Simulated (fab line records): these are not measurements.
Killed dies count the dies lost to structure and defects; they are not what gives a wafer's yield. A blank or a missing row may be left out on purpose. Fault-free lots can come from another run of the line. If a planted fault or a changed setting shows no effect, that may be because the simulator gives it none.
fab line records -- flow n5_finfet
record: lots: 9, wafers: 27, last_day: 17
route steps=1938 shown BEOL_M4@1111 BEOL_M13@1698 PASSIVATION@1936
lots that met no fault: taken from a fault-free run of the same line
start_h: the number of hours between the record's first day and the start of the first shown wafer of the lot -- wait_h: hours from the lot's prior step to this one -- " identical to the entry in the row above -- L1.1+2: one row covering several wafers at once -- - either no value or no given start -- * or withheld: withheld -- < > ~ a bound
route shown NAME@n: names a module that has steps shown in the file, with the first one's number in the route -- usual: mean and standard deviation over wafers with no fault -- same: alike in all rows -- chamber/n: place in a boat -- sites: the reading at each site -- _std_site: standard deviation across them -- _edge_site: outer sites' mean less inner sites' -- radius_mm: how far each site lies from the wafer's centre -- mask NAME#n: copy n -- behind: the tool/chamber that last shaped the wafer -- hold: what put the lot on hold/how long, in hours/how the hold closed -- device: whichever transistor did not switch (one of n, p or np) -- end of line: the route-end tests of the same wafers -- a step without rows: its recipe alone -- killed: count of dies lost to structure and defects at first sort (not the wafer's yield) -- map: a wafer's dies, x killed, . not, _ none there
set.NAME: the setting as run; set.NAME@STEP: as run at that earlier step -- model.NAME: the simulator's own value behind a step, which no gauge read
steps of the route over a sample of lots; a table a step, a row a wafer
services: the hour from which a tool's chamber was out of use, counted from the record's first day as start_h (under 0 if before that day), plus the number of hours and why
== steps ==
step: N5_BEOL_M4_RC_MEAS_101
usual: DIBL_N: 35.8/1.6, DIBL_P: 36.0/2.1, IOFF_N: 0.153/0.026, IOFF_P: 0.21/0.037, ION_N: 673/11, ION_P: 462/7.6, SS_N: 71.4/0.53, SS_P: 73.2/0.67, VT_N: 250/3.2, VT_P: -250/3.7
lot.wafer,tool,chamber,start_h,wait_h,DIBL_N[mV/V],DIBL_P[mV/V],IOFF_N[nA/um],IOFF_P[nA/um],ION_N[uA/um],ION_P[uA/um],SS_N[mV/dec],SS_P[mV/dec],VT_N[mV],VT_P[mV]
L807.1,prober-02,0,177.41,0.0,35.3,36.1,0.139,0.18,670,453,71.1,73.2,252,-255
L807.3,prober-02,0,177.41,0.0,37.4,37.9,0.165,0.20,675,460,71.7,73.4,250,-250
L807.5,prober-02,0,177.41,0.0,35.5,35.7,0.137,0.18,673,456,71.6,72.4,253,-252
L809.1,prober-02,0,192.23,0.0,38.4,37.5,0.175,0.22,679,461,72.8,73.6,251,-251
L809.3,prober-02,0,192.23,0.0,39.5,39.5,0.193,0.27,685,473,72.2,74.4,250,-249
L809.5,prober-02,0,192.23,0.0,36.4,35.9,0.144,0.20,678,464,70.8,73.0,251,-253
L811.1,prober-02,0,198.55,0.0,34.5,35.5,0.142,0.20,675,468,71.3,72.8,251,-250
L811.3,prober-02,0,198.55,0.0,33.6,34.5,0.126,0.17,665,452,71.1,72.9,250,-254
L811.5,prober-02,0,198.55,0.0,33.7,34.1,0.124,0.17,670,447,71.2,72.5,252,-252
L814.2,prober-02,0,211.20,0.2,33.3,32.7,0.107,0.16,663,457,71.0,72.5,257,-256
L814.3,prober-02,0,211.20,0.2,36.3,35.2,0.143,0.18,666,453,71.6,73.1,254,-251
L814.5,prober-02,0,211.20,0.2,35.0,33.4,0.119,0.17,652,448,71.0,73.6,255,-253
L818.1,prober-02,0,240.69,0.0,33.4,32.2,0.113,0.16,656,449,71.4,71.8,254,-252
L818.3,prober-02,0,240.69,0.0,33.7,32.9,0.112,0.17,659,457,70.6,72.4,255,-251
L818.4,prober-02,0,240.69,0.0,36.6,37.2,0.168,0.23,684,465,71.2,73.2,249,-248
L819.2,prober-01,0,251.81,0.2,34.2,35.2,0.139,0.20,672,467,71.2,72.5,252,-251
L819.3,prober-01,0,251.81,0.2,34.2,34.9,0.136,0.21,676,472,71.8,72.8,253,-248
L819.5,prober-01,0,251.81,0.2,35.0,35.9,0.168,0.23,678,466,71.3,73.4,247,-249
L822.1,prober-02,0,269.28,0.0,35.6,34.1,0.139,0.19,669,461,71.6,73.0,252,-252
L822.5,prober-02,0,269.28,0.0,37.7,36.3,0.164,0.22,667,461,71.1,73.8,252,-251
L822.6,prober-02,0,269.28,0.0,36.3,34.5,0.134,0.19,669,459,71.4,73.2,251,-249
L824.1,prober-02,0,274.61,0.0,35.1,34.1,0.127,0.16,657,454,71.6,72.5,253,-257
L824.2,prober-02,0,274.61,0.0,35.8,34.5,0.131,0.16,661,452,71.3,72.6,254,-257
L824.4,prober-02,0,274.61,0.0,32.7,30.9,0.093,0.12,662,448,70.3,71.9,259,-255
L827.1,prober-02,0,302.40,0.0,37.5,38.2,0.156,0.21,668,458,71.6,73.6,251,-251
L827.2,prober-02,0,302.40,0.0,38.3,39.0,0.157,0.24,672,469,71.8,74.3,252,-250
L827.4,prober-02,0,302.40,0.0,38.3,38.8,0.167,0.22,674,458,71.5,73.8,248,-249
step: N5_BEOL_M13_OCD_MEAS_35
usual: trench_depth_nm: 410/6.3
lot.wafer,tool,chamber,start_h,wait_h,trench_depth_nm
L807.1,ocd-02,-,244.89,0.0,405
L807.3,ocd-02,-,244.89,0.0,397
L807.5,ocd-02,-,244.89,0.0,414
L809.1,ocd-02,-,269.20,0.0,415
L809.3,ocd-02,-,269.20,0.0,406
L809.5,ocd-02,-,269.20,0.0,402
L811.1,ocd-02,-,275.62,0.0,417
L811.3,ocd-02,-,275.62,0.0,420
L811.5,ocd-02,-,275.62,0.0,407
L814.2,ocd-01,-,284.89,0.0,416
L814.3,ocd-01,-,284.89,0.0,401
L814.5,ocd-01,-,284.89,0.0,404
L818.1,ocd-01,-,313.45,0.0,411
L818.3,ocd-01,-,313.45,0.0,415
L818.4,ocd-01,-,313.45,0.0,416
L819.2,ocd-01,-,321.55,0.0,420
L819.3,ocd-01,-,321.55,0.0,417
L819.5,ocd-01,-,321.55,0.0,413
L822.1,ocd-02,-,343.99,0.0,411
L822.5,ocd-02,-,343.99,0.0,409
L822.6,ocd-02,-,343.99,0.0,412
L824.1,ocd-01,-,356.31,0.0,416
L824.2,ocd-01,-,356.31,0.0,413
L824.4,ocd-01,-,356.31,0.0,408
L827.1,ocd-01,-,370.53,0.0,418
L827.2,ocd-01,-,370.53,0.0,404
L827.4,ocd-01,-,370.53,0.0,419
step: N5_BEOL_M13_SPUTTER_43
recipe: material: TaN, target_thk_a: 150, temp_c: 50, bias_v: 168.6, power_w: 15000, chamber_pressure_pa: 0.12, time_s: 24.19
usual: throttle_valve_pct: 29.9/1.3
lot.wafer,tool,chamber,start_h,wait_h,throttle_valve_pct
L807.1,pvd_sputter-03,-,247.90,0.0,30.9
L807.3,pvd_sputter-03,-,247.90,0.0,28.4
L807.5,pvd_sputter-03,-,247.90,0.0,28.5
L809.1,pvd_sputter-01,-,270.22,0.0,27.6
L809.3,pvd_sputter-01,-,270.22,0.0,30.5
L809.5,pvd_sputter-01,-,270.22,0.0,28.1
L811.1,pvd_sputter-02,-,281.51,0.0,30.9
L811.3,pvd_sputter-02,-,281.51,0.0,31.0
L811.5,pvd_sputter-02,-,281.51,0.0,31.0
L814.2,pvd_sputter-01,-,288.82,0.0,31.4
L814.3,pvd_sputter-01,-,288.82,0.0,28.9
L814.5,pvd_sputter-01,-,288.82,0.0,27.6
L818.1,pvd_sputter-01,-,314.86,0.0,30.2
L818.3,pvd_sputter-01,-,314.86,0.0,31.9
L818.4,pvd_sputter-01,-,314.86,0.0,28.1
L819.2,pvd_sputter-01,-,322.09,0.0,31.5
L819.3,pvd_sputter-01,-,322.09,0.0,29.2
L819.5,pvd_sputter-01,-,322.09,0.0,29.0
L822.1,pvd_sputter-01,-,345.33,0.0,28.1
L822.5,pvd_sputter-01,-,345.33,0.0,31.7
L822.6,pvd_sputter-01,-,345.33,0.0,30.1
L824.1,pvd_sputter-01,-,357.20,0.0,31.7
L824.2,pvd_sputter-01,-,357.20,0.0,27.9
L824.4,pvd_sputter-01,-,357.20,0.0,29.0
L827.1,pvd_sputter-01,-,372.80,0.0,29.1
L827.2,pvd_sputter-01,-,372.80,0.0,27.8
L827.4,pvd_sputter-01,-,372.80,0.0,31.6
step: N5_BEOL_M13_SPUTTER_44
recipe: material: Ta, target_thk_a: 100, temp_c: 50, bias_v: 80, power_w: 15000, chamber_pressure_pa: 0.07, time_s: 16.13
usual: throttle_valve_pct: 29.9/1.3
lot.wafer,tool,chamber,start_h,wait_h,throttle_valve_pct
L807.1,pvd_sputter-03,-,247.98,0.0,30.8
L807.3,pvd_sputter-03,-,247.98,0.0,28.4
L807.5,pvd_sputter-03,-,247.98,0.0,28.6
L809.1,pvd_sputter-01,-,270.30,0.0,27.8
L809.3,pvd_sputter-01,-,270.30,0.0,30.6
L809.5,pvd_sputter-01,-,270.30,0.0,27.8
L811.1,pvd_sputter-02,-,281.59,0.0,30.5
L811.3,pvd_sputter-02,-,281.59,0.0,31.2
L811.5,pvd_sputter-02,-,281.59,0.0,30.9
L814.2,pvd_sputter-01,-,288.90,0.0,31.5
L814.3,pvd_sputter-01,-,288.90,0.0,29.0
L814.5,pvd_sputter-01,-,288.90,0.0,28.0
L818.1,pvd_sputter-01,-,314.94,0.0,30.5
L818.3,pvd_sputter-01,-,314.94,0.0,31.6
L818.4,pvd_sputter-01,-,314.94,0.0,27.6
L819.2,pvd_sputter-01,-,322.17,0.0,31.8
L819.3,pvd_sputter-01,-,322.17,0.0,29.0
L819.5,pvd_sputter-01,-,322.17,0.0,29.2
L822.1,pvd_sputter-01,-,345.41,0.0,28.0
L822.5,pvd_sputter-01,-,345.41,0.0,31.5
L822.6,pvd_sputter-01,-,345.41,0.0,30.4
L824.1,pvd_sputter-01,-,357.28,0.0,31.8
L824.2,pvd_sputter-01,-,357.28,0.0,28.2
L824.4,pvd_sputter-01,-,357.28,0.0,29.2
L827.1,pvd_sputter-01,-,372.88,0.0,29.1
L827.2,pvd_sputter-01,-,372.88,0.0,28.1
L827.4,pvd_sputter-01,-,372.88,0.0,31.7
step: N5_BEOL_M13_CMP_49
recipe: stop_on: SiOC, t_overpolish_s: 17.1, down_force_psi: 1, platen_rpm: 50, clearing_platen_down_force_psi: 1.5, clearing_platen_rpm: 50, post_cmp_clean: cu_alkaline, target_thk_nm: 420, clearing_platen_pad_velocity_m_s: 0.99484, pad_velocity_m_s: 0.99484
usual: barrier_field_endpoint_s: 30.1/0.8, clearing_platen_down_force_psi: 1.501/0.0031, head_pressure_psi: 1.0001/0.0022, motor_current_A: 6.1/0.6, overpolish_run_s: 17.101/0.0085
lot.wafer,tool,chamber,start_h,wait_h,barrier_field_endpoint_s,clearing_platen_down_force_psi,head_pressure_psi,motor_current_A,overpolish_run_s
L807.3,cmp-01,3,248.71,0.2,31.1,1.497,0.9984,6.0,17.105
L807.1,cmp-01,0,248.71,0.2,29.0,1.500,0.9993,7.3,17.113
L807.5,cmp-01,2,248.71,0.2,29.7,1.503,0.9984,5.8,17.094
L809.1,cmp-02,0,270.96,0.3,29.2,1.499,0.9994,5.8,17.096
L809.3,cmp-02,2,270.96,0.3,58.3,1.503,0.9999,6.4,3.348
L809.5,cmp-02,1,270.96,0.3,28.4,1.496,0.9975,5.5,17.105
L811.3,cmp-01,3,282.64,0.2,30.8,1.502,1.0051,5.9,17.101
L811.1,cmp-01,0,282.64,0.2,30.5,1.502,0.9979,7.4,17.096
L811.5,cmp-01,2,282.64,0.2,30.7,1.500,0.9988,6.1,17.096
L814.3,cmp-02,2,289.56,0.2,59.2,1.500,1.0041,6.2,2.380
L814.2,cmp-02,0,289.56,0.2,29.8,1.506,1.0012,5.9,17.107
L814.5,cmp-02,2,289.56,0.2,29.5,1.500,0.9999,6.4,17.100
L818.4,cmp-04,1,316.51,0.8,29.7,1.503,0.9998,4.8,17.109
L818.3,cmp-04,2,316.51,0.8,30.3,1.498,0.9991,6.0,17.091
L818.1,cmp-04,3,316.51,0.8,30.7,1.499,1.0024,5.8,17.085
L819.2,cmp-04,0,322.82,0.2,30.6,1.504,0.9968,5.7,17.117
L819.3,cmp-04,1,322.82,0.2,31.1,1.501,0.9974,4.9,17.113
L819.5,cmp-04,1,322.82,0.2,31.7,1.495,0.9985,4.5,17.104
L822.1,cmp-01,2,346.10,0.3,29.2,1.500,1.0037,6.0,17.100
L822.6,cmp-01,1,346.10,0.3,28.7,1.501,0.9982,6.3,17.099
L822.5,cmp-01,2,346.10,0.3,29.1,1.504,0.9980,6.2,17.089
L824.1,cmp-04,0,358.21,0.5,29.6,1.501,1.0001,5.9,17.100
L824.2,cmp-04,2,358.21,0.5,30.6,1.502,1.0021,5.9,17.096
L824.4,cmp-04,3,358.21,0.5,30.5,1.504,0.9963,6.0,17.108
L827.2,cmp-02,3,373.87,0.2,30.1,1.498,1.0012,6.7,17.098
L827.4,cmp-02,0,373.87,0.2,30.1,1.508,0.9997,5.8,17.109
L827.1,cmp-02,1,373.87,0.2,29.2,1.506,1.0017,5.7,17.095
step: N5_BEOL_M13_THK_MEAS_50
recipe: thk_meas_gauge: xrf, reads: Cu_of_BEOL_M13_ECD_47
usual: M13_THK: 418/7
lot.wafer,tool,chamber,start_h,wait_h,M13_THK[nm]
L807.1,film_metro-02,-,248.93,-,406
L807.3,film_metro-02,-,248.93,-,401
L807.5,film_metro-02,-,248.93,-,419
L809.1,film_metro-02,-,271.26,-,425
L809.3,film_metro-02,-,271.26,-,807
L809.5,film_metro-02,-,271.26,-,410
L811.1,film_metro-01,-,282.90,-,428
L811.3,film_metro-01,-,282.90,-,431
L811.5,film_metro-01,-,282.90,-,416
L814.2,film_metro-02,-,289.85,-,417
L814.3,film_metro-02,-,289.85,-,753
L814.5,film_metro-02,-,289.85,-,407
L818.1,film_metro-02,-,316.77,-,421
L818.3,film_metro-02,-,316.77,-,421
L818.4,film_metro-02,-,316.77,-,424
L819.2,film_metro-01,-,323.12,-,430
L819.3,film_metro-01,-,323.12,-,424
L819.5,film_metro-01,-,323.12,-,419
L822.1,film_metro-02,-,346.36,-,417
L822.5,film_metro-02,-,346.36,-,416
L822.6,film_metro-02,-,346.36,-,420
L824.1,film_metro-01,-,358.50,-,429
L824.2,film_metro-01,-,358.50,-,424
L824.4,film_metro-01,-,358.50,-,419
L827.1,film_metro-01,-,374.12,-,425
L827.2,film_metro-01,-,374.12,-,415
L827.4,film_metro-01,-,374.12,-,425
step: N5_BEOL_M13_INSPECT_55
recipe: inspect_instrument: darkfield, mode: post_dep
usual: raw_defect_count: 70/22
lot.wafer,tool,chamber,start_h,wait_h,raw_defect_count
L807.1,defect_inspect-02,-,249.11,0.0,90
L807.3,defect_inspect-02,-,249.11,0.0,77
L807.5,defect_inspect-02,-,249.11,0.0,73
L809.1,defect_inspect-01,-,271.41,0.0,47
L809.3,defect_inspect-01,-,271.41,0.0,3089
L809.5,defect_inspect-01,-,271.41,0.0,55
L811.1,defect_inspect-01,-,283.05,0.0,42
L811.3,defect_inspect-01,-,283.05,0.0,60
L811.5,defect_inspect-01,-,283.05,0.0,59
L814.2,defect_inspect-02,-,290.04,0.0,79
L814.3,defect_inspect-02,-,290.04,0.0,3102
L814.5,defect_inspect-02,-,290.04,0.0,70
L818.1,defect_inspect-01,-,316.92,0.0,58
L818.3,defect_inspect-01,-,316.92,0.0,48
L818.4,defect_inspect-01,-,316.92,0.0,95
L819.2,defect_inspect-01,-,323.27,0.0,42
L819.3,defect_inspect-01,-,323.27,0.0,52
L819.5,defect_inspect-01,-,323.27,0.0,70
L822.1,defect_inspect-01,-,346.52,0.0,123
L822.5,defect_inspect-01,-,346.52,0.0,84
L822.6,defect_inspect-01,-,346.52,0.0,80
L824.1,defect_inspect-02,-,358.65,0.0,72
L824.2,defect_inspect-02,-,358.65,0.0,62
L824.4,defect_inspect-02,-,358.65,0.0,43
L827.1,defect_inspect-01,-,374.28,0.0,101
L827.2,defect_inspect-01,-,374.28,0.0,73
L827.4,defect_inspect-01,-,374.28,0.0,118
step: N5_PASSIVATION_PROBE_49
usual: defect_limited_yield: 91.3/1.5, killed_at_M0_to_M3: 33/12, killed_at_M4_up: 13/5.2, killed_at_contacts: 13/6.7, killed_at_front_end: 40/11, killed_at_other: 4.1/2.7, killed_dies: 103/17, killed_on_rim: 14/4.2, killed_open: 69/13, killed_short: 33/8.4, sort_bin_5_function: 5.1/1, sort_bin_6_memory: 3.2/0.62, sort_n_pass: 1077/17, sort_yield_pct: 91.3/1.5
same: gross_dies: 1180, killed_at_back_side: 0, sort_bin_4_leakage[%]: 0, sort_bin_8_speed[%]: 0
lot.wafer,tool,chamber,start_h,wait_h,defect_limited_yield[%],killed_at_M0_to_M3,killed_at_M4_up,killed_at_contacts,killed_at_front_end,killed_at_other,killed_dies,killed_on_rim,killed_open,killed_short,sort_bin_5_function[%],sort_bin_6_memory[%],sort_n_pass,sort_yield_pct[%]
L809.1,prober-02,-,303.80,0.0,92.2,44,7,6,31,4,92,8,59,32,4.2,3.3,1088,92.2
L809.3,prober-02,-,303.90,0.1,0,44,1087,12,31,6,1180,152,75,36,5.4,3.7,0,0
L809.5,prober-02,-,304.00,0.2,91.7,44,18,8,26,2,98,10,56,42,4.8,3.0,1082,91.7
L814.2,prober-02,-,319.40,0.1,90.8,23,14,12,57,3,109,17,74,35,5.6,3.1,1071,90.8
L814.3,prober-02,-,319.45,0.1,0,46,1074,13,46,1,1180,152,83,37,7.1,3.2,0,0
L814.5,prober-02,-,319.55,0.2,92.7,15,6,11,52,2,86,11,56,30,4.9,2.1,1094,92.7
L819.2,prober-01,-,358.89,0.9,91.9,32,13,6,38,6,95,14,69,22,3.8,3.8,1085,91.9
L819.3,prober-01,-,358.94,1.0,92.0,26,16,5,41,6,94,14,59,33,5.3,2.4,1086,92.0
L819.5,prober-01,-,359.04,1.1,94.0,24,8,13,24,2,71,13,47,23,3.4,2.3,1109,94.0
L822.1,prober-02,-,382.38,0.0,90.2,42,12,15,46,1,116,16,85,31,5.8,3.9,1064,90.2
L822.5,prober-02,-,382.58,0.2,86.7,86,9,9,49,4,157,26,100,56,8.1,4.3,1023,86.7
L822.6,prober-02,-,382.63,0.3,87.9,58,17,21,46,1,143,19,98,45,7.7,4.2,1037,87.9
L824.1,prober-01,-,390.72,0.0,88.0,61,15,10,54,2,142,20,108,32,7.4,4.3,1038,88.0
L824.2,prober-01,-,390.77,0.1,91.3,37,14,10,39,3,103,14,69,34,5.6,2.8,1077,91.3
L824.4,prober-01,-,390.87,0.2,91.9,31,10,5,44,5,95,10,66,28,4.7,3.1,1085,91.9
killed by level:class
L809.1 BEOL_M0_SAQP:geometric_particle:open=9 BEOL_M0_SAQP:geometric_particle:short=9 BEOL_M2:geometric_particle:open=9 FIN_SAQP:geometric_particle:open=7 BEOL_M1:geometric_particle:open=7 FIN_SAQP:geometric_particle:short=6 MOL_CONTACT_COAG:geometric_particle:open=6 STI_FIN_REVEAL:geometric_particle:open=4
L809.3 BEOL_M13:area_cmp=1068 BEOL_M0_SAQP:geometric_particle:short=15 MOL_CONTACT_COAG:geometric_particle:open=10 FIN_SAQP:geometric_particle:open=9 STI_FIN_REVEAL:geometric_particle:open=7 BEOL_M0_SAQP:geometric_particle:open=6 BEOL_M1:geometric_particle:open=6 BEOL_M4:geometric_particle:open=5
L809.5 BEOL_M0_SAQP:geometric_particle:short=14 BEOL_M3:geometric_particle:open=10 BEOL_M0_SAQP:geometric_particle:open=8 FIN_SAQP:geometric_particle:short=7 MOL_CONTACT_COAG:geometric_particle:open=6 FIN_SAQP:geometric_particle:open=5 BEOL_M2:geometric_particle:open=5 BEOL_M5:geometric_particle:open=5
L814.2 FIN_SAQP:geometric_particle:open=23 FIN_SAQP:geometric_particle:short=12 MOL_CONTACT_COAG:geometric_particle:open=9 STI_FIN_REVEAL:geometric_particle:open=7 GATE_CUT:geometric_particle:short=5 BEOL_M0_SAQP:geometric_particle:open=5 BEOL_M0_SAQP:geometric_particle:short=5 DUMMY_GATE:geometric_particle:open=3
L814.3 BEOL_M13:area_cmp=1057 FIN_SAQP:geometric_particle:short=16 BEOL_M0_SAQP:geometric_particle:open=12 BEOL_M3:geometric_particle:open=12 FIN_SAQP:geometric_particle:open=10 MOL_CONTACT_COAG:geometric_particle:open=9 STI_FIN_REVEAL:geometric_particle:open=8 BEOL_M2:geometric_particle:open=7
L814.5 FIN_SAQP:geometric_particle:open=17 MOL_CONTACT_COAG:geometric_particle:open=11 STI_FIN_REVEAL:geometric_particle:open=8 GATE_CUT:geometric_particle:short=8 FIN_SAQP:geometric_particle:short=6 GATE_CUT:geometric_particle:open=3 BEOL_M0_SAQP:geometric_particle:short=3 BEOL_M1:geometric_particle:open=3
L819.2 FIN_SAQP:geometric_particle:open=13 BEOL_M0_SAQP:geometric_particle:open=9 BEOL_M2:geometric_particle:open=7 SPACER0:geometric_particle:open=6 MOL_CONTACT_COAG:geometric_particle:open=5 BEOL_M0_SAQP:geometric_particle:short=5 BEOL_M4:geometric_particle:open=5 BEOL_M3:geometric_particle:open=5
L819.3 STI_FIN_REVEAL:geometric_particle:open=17 BEOL_M2:geometric_particle:open=9 BEOL_M0_SAQP:geometric_particle:short=8 STI_FIN_REVEAL:geometric_particle:short=5 BEOL_M7:geometric_particle:open=5 FIN_SAQP:geometric_particle:short=4 BEOL_M4:geometric_particle:open=4 MOL_CONTACT_COAG:geometric_particle:short=3
L819.5 MOL_CONTACT_COAG:geometric_particle:open=12 BEOL_M2:geometric_particle:open=12 STI_FIN_REVEAL:geometric_particle:open=8 BEOL_M0_SAQP:geometric_particle:short=6 FIN_SAQP:geometric_particle:short=4 BEOL_M2:geometric_particle:short=4 STARTING-WAFER:geometric_particle:short=4 DUMMY_GATE:geometric_particle:open=2
L822.1 BEOL_M0_SAQP:geometric_particle:open=15 FIN_SAQP:geometric_particle:open=12 BEOL_M0_SAQP:geometric_particle:short=11 MOL_CONTACT_COAG:geometric_particle:open=11 STI_FIN_REVEAL:geometric_particle:open=10 BEOL_M2:geometric_particle:open=6 BEOL_M1:geometric_particle:open=4 GATE_CUT:geometric_particle:open=4
L822.5 BEOL_M0_SAQP:geometric_particle:open=32 BEOL_M0_SAQP:geometric_particle:short=22 BEOL_M3:geometric_particle:open=11 BEOL_M2:geometric_particle:open=9 GATE_CUT:geometric_particle:short=8 FIN_SAQP:geometric_particle:open=7 STI_FIN_REVEAL:geometric_particle:open=7 DUMMY_GATE:geometric_particle:open=7
L822.6 BEOL_M1:geometric_particle:open=18 MOL_CONTACT_COAG:geometric_particle:open=18 BEOL_M0_SAQP:geometric_particle:short=14 STI_FIN_REVEAL:geometric_particle:open=13 BEOL_M0_SAQP:geometric_particle:open=12 FIN_SAQP:geometric_particle:short=9 GATE_CUT:geometric_particle:short=5 DUMMY_GATE:geometric_particle:open=4
L824.1 STI_FIN_REVEAL:geometric_particle:open=22 BEOL_M3:geometric_particle:open=18 BEOL_M1:geometric_particle:open=11 FIN_SAQP:geometric_particle:open=10 BEOL_M2:geometric_particle:open=8 FIN_SAQP:geometric_particle:short=7 BEOL_M0_SAQP:geometric_particle:open=7 MOL_CONTACT_COAG:geometric_particle:open=6
L824.2 BEOL_M0_SAQP:geometric_particle:open=10 MOL_CONTACT_COAG:geometric_particle:open=10 BEOL_M0_SAQP:geometric_particle:short=10 FIN_SAQP:geometric_particle:short=8 STI_FIN_REVEAL:geometric_particle:open=7 BEOL_M2:geometric_particle:open=6 FIN_SAQP:geometric_particle:open=5 BEOL_M7:geometric_particle:open=4
L824.4 STI_FIN_REVEAL:geometric_particle:open=12 FIN_SAQP:geometric_particle:open=10 BEOL_M1:geometric_particle:open=10 FIN_SAQP:geometric_particle:short=6 BEOL_M0_SAQP:geometric_particle:short=6 BEOL_M0_SAQP:geometric_particle:open=6 MOL_CONTACT_COAG:geometric_particle:open=4 BEOL_M2:geometric_particle:open=4
== services ==
tool,chamber,start_h,hours,kind
cmp-01,-,236.34,4.0,pm
cmp-01,-,240.34,-,consumable_replace:conditioner
cmp-01,-,240.34,-,consumable_replace:pad
pvd_sputter-03,-,279.46,4.2,repair
cmp-02,-,313.69,4.0,pm
cmp-01,-,313.93,4.5,pm
cmp-02,-,317.69,-,consumable_replace:conditioner
cmp-02,-,317.69,-,consumable_replace:pad
cmp-02,-,320.54,0.4,repair
== key ==
first_sign: step: N5_BEOL_M13_CMP_49, reading: overpolish_run_s, direction: down, sigmas: 99+, usual: 17.101, struck: 2.864
effect: step: N5_BEOL_M13_CMP_49, reading: barrier_field_endpoint_s, direction: up, sigmas: 36, usual: 30.1, struck: 58.8
effect: step: N5_BEOL_M13_THK_MEAS_50, reading: M13_THK, direction: up, sigmas: 52, usual: 418, struck: 780
effect: step: N5_BEOL_M13_INSPECT_55, reading: raw_defect_count, direction: up, sigmas: 99+, usual: 70, struck: 3096
effect: step: N5_PASSIVATION_PROBE_49, reading: killed_at_M4_up, direction: up, sigmas: 99+, usual: 13, struck: 1080
more_kills_born_at: N5_BEOL_M13_CMP_49@cmp-02: 2125
met_at N5_BEOL_M13_CMP_49
struck_lots L809,L814
struck_wafers L809.3,L814.3
later_rows_left_out L809.3,L814.3
not_acting_at N5_BEOL_M13_OCD_MEAS_35,N5_BEOL_M13_SPUTTER_43,N5_BEOL_M13_SPUTTER_44
fault: kind: process_parameter_drift, tool: cmp-02, chamber: -, onset_h: 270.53, steps: N5_BEOL_M13_CMP_49, channel: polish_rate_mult, offset: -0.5, shape: step, end_h: 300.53, scope: struck_wafers_only
later_rows_left_out: the simulator's readings of these wafers behind a module that went badly wrong aren't trusted and aren't shown, but for the sort
